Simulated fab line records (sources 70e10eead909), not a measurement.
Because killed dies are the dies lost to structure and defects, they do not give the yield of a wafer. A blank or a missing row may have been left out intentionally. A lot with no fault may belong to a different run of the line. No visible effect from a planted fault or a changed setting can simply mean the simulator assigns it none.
A lot that was struck, set against a sound lot -- flow nand_harc -- 15 steps out of a route of 1159
Sound: the wafers L662.1, L662.2, L662.3. Struck: wafers L668.1, L668.2, L668.6. At the end, the cause is stated.
Per side, at each step with rows, come the tool, then ch with its chambers, and then its first start. Under that, the readings that differ: sound wafers -- struck wafers -- difference of the means -- sigmas: that difference in standard deviations of wafers without a fault.
alike: a reading whose means differ by less than 2 such deviations, as well as words and numbers matching on both sides. not compared: withheld readings; readings where some wafer has no value; bounds like >300 that might hide an equal value; numbers whose values overlap and for which the record gives no deviation.
Wherever a step has rows on one side only, a row that says differs or no value, or a row with sigmas, the two part there. When numbers do not overlap yet have no deviation, they are printed without sigmas and do not part them. A reading that every wafer of one side lacks parts them only if that side has two wafers or more.

first, 1 step without rows for these wafers: NHARC_A_ONON_D1_DEP_12 (target thk 1000 nm).
NHARC_A_ONON_D1_THK_MEAS_14: measures by ellipsometry.
  sound on film_metro-02 at day 9 00:13; struck on film_metro-01 at day 10 18:49
  alike: thk_nm
then, 2 steps without rows for these wafers: NHARC_A_ONON_D1_ANNEAL_15 (time 3600 s); NHARC_A_ONON_D1_DEP_16 (target thk 1000 nm).
NHARC_A_ONON_D1_THK_MEAS_18: measures by ellipsometry.
  sound on film_metro-01 at day 9 07:29; struck on film_metro-02 at day 11 01:56
  alike: thk_nm
then NHARC_A_ONON_D1_DEP_19 (target thk 1000 nm), 1 step lacking rows for these wafers.
NHARC_A_ONON_D1_THK_MEAS_21: measures by ellipsometry.
  sound on film_metro-02 at day 9 08:11; struck on film_metro-01 at day 11 02:29
  alike: thk_nm
then NHARC_A_ONON_D1_DEP_22 (target thk 1000 nm), 1 step lacking rows for these wafers.
NHARC_A_ONON_D1_THK_MEAS_24: measures by ellipsometry.
  sound on film_metro-01 at day 9 08:53; struck on film_metro-01 at day 11 03:03
  alike: thk_nm
then NHARC_A_ONON_D1_DEP_25 (target thk 1000 nm), 1 step lacking rows for these wafers.
NHARC_A_ONON_D1_THK_MEAS_27: measures by ellipsometry.
  sound on film_metro-02 at day 9 09:35; struck on film_metro-02 at day 11 03:39
  alike: thk_nm
NHARC_A_ONON_D1_DEP_28: target thk 1000 nm.
  sound on pecvd_onon-03 ch 0, day 9 09:47; struck on pecvd_onon-01 ch 0, day 11 03:42
  alike: nh3_flow_sccm, susceptor_temp_C
NHARC_A_ONON_D1_THK_MEAS_30: measures by ellipsometry.
  sound on film_metro-02 at day 9 10:17; struck on film_metro-01 at day 11 04:13
reading,sound,struck,difference,sigmas
thk_nm (nm),987 988 988,1487 1487 1486,+499,+50
NHARC_A_ONON_D1_DEP_33: deposits SiO2, target thk 200 nm.
  sound on pecvd-03 ch 0,1,2, day 9 10:21; struck on pecvd-03 ch 0,1,2, day 11 04:16
  alike: heater_power_w, mfc_precursor_sccm, susceptor_temp_C, throttle_valve_pct
-- record jumps: 11 days between struck wafers' starts before vs after; left off in module A_ONON_D1, resumes in module END, first step shown is number 1159 of the route --
NHARC_END_SORT_01:
  here the record holds rows for the struck wafers (prober-01 ch 0, day 22 01:45) but none for the sound ones

WHERE THEY PART
First at NHARC_A_ONON_D1_THK_MEAS_30; last, within this record, at NHARC_END_SORT_01.

WHY: whatever the simulator had introduced
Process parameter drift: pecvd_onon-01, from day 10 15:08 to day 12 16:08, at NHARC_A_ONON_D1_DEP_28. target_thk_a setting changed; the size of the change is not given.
